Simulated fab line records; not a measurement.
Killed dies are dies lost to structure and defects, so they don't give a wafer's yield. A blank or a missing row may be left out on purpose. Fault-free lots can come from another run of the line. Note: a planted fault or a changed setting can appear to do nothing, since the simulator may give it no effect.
A lot that was struck, set against a sound lot | flow n5Finfet | 41 out of 1938 route steps
Sound: wafers L930.4, L930.5, L930.6. Wafers struck: L944.1, L944.2, L944.3. Last of all comes the cause.
Per side, at each step with rows, come the tool, then ch with its chambers, and then its first start. Under that, the readings that differ: sound wafers | struck wafers | difference of the means | sigmas: that difference in standard deviations of wafers without a fault.
alike: readings with means less than 2 such deviations apart, plus words and numbers identical on both sides. not compared: withheld readings, readings lacking a value on some wafer, bounds such as >300 that could conceal the same value, and numbers that have no deviation in the record and whose values overlap.
The two part at a step that has a row with sigmas, a row that says differs or no value, or rows on one side only. Numbers that have no deviation but don't overlap get no sigmas and don't part them. A reading that every wafer of one side lacks parts them only if that side has two wafers or more.

first, 12 steps without rows for these wafers: N5_BEOL_M0_SAQP_ETCH_88 (etches underlayer in N2/H2, target depth 6.5 nm, time 5.2 s); N5_BEOL_M0_SAQP_ETCH_73 (etches SiARC in CF4, target depth 19.5 nm, time 32.5 s); N5_BEOL_M0_SAQP_CUT_ETCH_46 (etches SOC in N2/H2, target depth 135 nm, overetch 27 nm, time 202.5 s); N5_BEOL_M0_SAQP_STRIP_74 (strips in N2/H2); N5_BEOL_M0_SAQP_STRIP_89 (strips in N2/H2); N5_BEOL_M0_SAQP_ALD_48 (deposits SiO2, target thk 20 nm, pulse time 1 s, co reactant pulse time 1 s); N5_BEOL_M0_SAQP_ETCH_49 (etches SiO2 in CF4/O2, target depth 37 nm); N5_BEOL_M0_SAQP_STRIP_75 (strips in CF4); N5_BEOL_M0_CUTY_COAT_50 (time 60 s, resist thk 15 nm); N5_BEOL_M0_CUTY_COAT_51 (resist thk 150 nm); N5_BEOL_M0_CUTY_EBR_52; N5_BEOL_M0_CUTY_SOFTBAKE_53 (time 60 s).
N5_BEOL_M0_CUTY_EXPOSE_54: exposes mask M0 ABLK.
  sound on arfiScanner-02 ch 0, day 6 11:10; struck on arfiScanner-02 ch 0, day 10 01:40
reading           | sound             | struck            | difference | sigmas
exposureDoseMJCm2 | 36.01 36.03 36.00 | 32.38 32.36 32.37 | -3.64      | -91
  alike: mask, stageVelMmS
then, 2 steps without rows for these wafers: N5_BEOL_M0_CUTY_PEB_55 (peb time 60 s); N5_BEOL_M0_CUTY_DEVELOP_56 (develop time 30 s).
N5_BEOL_M0_CUTY_CD_MEAS_57: target cd 200 nm.
  sound on cdSem-02 ch 0, day 6 11:16; struck on cdSem-02 ch 0, day 10 01:47
reading   | sound             | struck           | difference | sigmas
cdNm (nm) | 200.3 200.4 199.8 | 187.5 84.2 142.9 | -62.0      | -62
then, 23 steps without rows for these wafers: N5_BEOL_M0_CUTY_DESCUM_61 (chemistry O2, time 7.9 s); N5_BEOL_M0_CUTY_ETCH_62 (etches SiARC in CF4, time 58.5 s); N5_BEOL_M0_CUTY_ETCH_63 (etches SOC in N2/H2, target depth 82.7 nm, overetch 16.5 nm, time 124 s); N5_BEOL_M0_CUTY_STRIP_64 (strips in N2/H2); N5_BEOL_M0_ETCH_138 (etches SiCN in CH3F/O2, target depth 12 nm, time 31.6 s); N5_BEOL_M0_HM_OPEN_105 (chemistry Cl2/BCl3, target TiN, target depth 12 nm); N5_BEOL_M0_STRIP_140 (strips in CF4); N5_BEOL_M0_STRIP_104 (strips in N2/H2); N5_BEOL_M0_WET_ETCH_106 (etches SiO2 in DHF, target depth 130 nm, rinse time 30 s); N5_BEOL_M0_ETCH_128 (etches SiCN in CF4/N2, target depth 12 nm, overetch 5.1 nm, time 21.4 s); N5_BEOL_M0_TRENCH_ETCH_107 (etches SiOC in C4F6/O2, target depth 32.8 nm, time 16.4 s); N5_BEOL_M0_STRIP_142 (strips in N2/H2, time 10 s); N5_BEOL_M0_HM_STRIP_129 (strips TiN in peroxide tin strip, target depth 17 nm, time 108 s); N5_BEOL_M0_SRD_130 (time 30 s); N5_BEOL_M0_ETCH_109 (etches SiCN in CH3F/O2, target depth 8 nm, overetch 2.4 nm, time 27.4 s); N5_BEOL_M0_STRIP_139 (strips in post etch residue remover, time 60 s); N5_BEOL_M0_SRD_111 (time 30 s); N5_BEOL_M0_DEGAS_112 (time 60 s); N5_BEOL_M0_PRE_CLEAN_113 (time 30 s); N5_BEOL_M0_ALD_136 (deposits TaN, pulse time 2 s, purge time 3 s, co reactant purge time 2 s); N5_BEOL_M0_SURFACE_TREAT_137; N5_BEOL_M0_CVD_115 (deposits Co from CCTBA/H2, time 120 s); N5_BEOL_M0_SPUTTER_116 (material Cu, target thk 4 nm, time 7.37 s).
-- here the record skips 4 days between the struck wafers' starts before and after, leaving off in module BEOL_M0 and picking up in module BEOL_M4 (first step shown: number 1111 of the route) --
N5_BEOL_M4_RC_MEAS_101:
  sound on prober-02 ch 0, day 9 11:20; struck on prober-01 ch 0, day 13 18:59
  alike: DIBL_N, DIBL_P, IOFF_N, IOFF_P, ION_N, ION_P, SS_N, SS_P, VT_N, VT_P
-- record jumps: 5 days separate the struck wafers' starts on either side; left off in module BEOL_M4, taken up again in module PASSIVATION, whose first shown step is the route's number 1936 --
N5_PASSIVATION_PROBE_49:
  sound on prober-02 at day 13 17:07; struck on prober-01 at day 18 11:35
reading                 | sound          | struck        | difference | sigmas
defectLimitedYield (%)  | 92.5 90.3 92.2 | 89.6 0 0      | -61.8      | -44
killed_at_M0_to_M3      | 41 29 25       | 19 1114 1088  | +709       | +71
killedAtFrontEnd        | 28 50 40       | 72 49 69      | +24        | +2
killedDies              | 88 114 92      | 123 1180 1180 | +730       | +43
killedOnRim             | 11 8 11        | 10 152 152    | +95        | +24
sort_bin_5_function (%) | 4.2 5.8 4.6    | 6.4 97.0 95.3 | +61.4      | +61
sortNPass               | 1092 1066 1088 | 1057 0 0      | -730       | -43
sortYieldPct (%)        | 92.5 90.3 92.2 | 89.6 0 0      | -61.8      | -44
  alike: killed_at_M4_up, killedAtContacts, killedAtOther, killedOpen, killedShort, sort_bin_6_memory

## WHERE THEY PART
At N5_BEOL_M0_CUTY_EXPOSE_54 first; at N5_PASSIVATION_PROBE_49 last (within this record only).

WHY: what the simulator had put in
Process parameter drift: arfiScanner-02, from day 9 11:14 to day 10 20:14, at N5_BEOL_M0_CUTY_EXPOSE_54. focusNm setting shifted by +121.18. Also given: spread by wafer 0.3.
